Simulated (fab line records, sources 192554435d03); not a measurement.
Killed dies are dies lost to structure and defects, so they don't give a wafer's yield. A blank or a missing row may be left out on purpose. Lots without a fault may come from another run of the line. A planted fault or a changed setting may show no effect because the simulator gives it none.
Chamber matching | flow n5_finfet | N5_PMOS_HMC_CHANNEL_EPI_CMP_21 on cmp-03: 4 sister chambers
The step polishes SiGe30, target thk 54 nm. 8 wafers are shown with their chamber, then 7 later ones without.

WAFERS WITH THEIR CHAMBER
wafer  | chamber | motor_current_A (A)
L501.5 | 3       | 14.0
L507.5 | 1       | 8.9
L507.6 | 2       | 10.9
L510.4 | 0       | 10.7
L510.5 | 0       | 10.7
L510.6 | 3       | 13.9
L519.3 | 2       | 11.5
L519.5 | 1       | 9.2

WAFERS WITHOUT THEIR CHAMBER
wafer  | motor_current_A (A)
L519.6 | 11.0
L520.1 | 9.2
L520.4 | 10.3
L520.5 | 8.9
L523.1 | 11.6
L523.3 | 10.3
L523.6 | 11.4

WHICH CHAMBER EACH WENT THROUGH
wafer  | from the rows above     | in truth
L519.6 | can't be placed: 2 or 0 | 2
L520.1 | 1                       | 1
L520.4 | 0                       | 0
L520.5 | 1                       | 1
L523.1 | 2                       | 2
L523.3 | 0                       | 0
L523.6 | 2                       | 2
Placed correctly: 6 of 7. Can't be placed from these rows: 1 (the true chamber is among the candidates in 1). Placed wrongly: 0.
How it was worked out, from the rows above alone: a wafer's distance from a chamber is the root of the sum, over the readings, of the square of ((its reading less the chamber's mean) divided by the reading's scatter). The wafer belongs to the nearest chamber; if the next one is less than 2 further off, it can't be placed. A chamber's mean is the mean of its shown wafers. The scatter: the root of (the sum of the squares of (reading less its chamber's mean) over the shown wafers, divided by (wafers less chambers)).
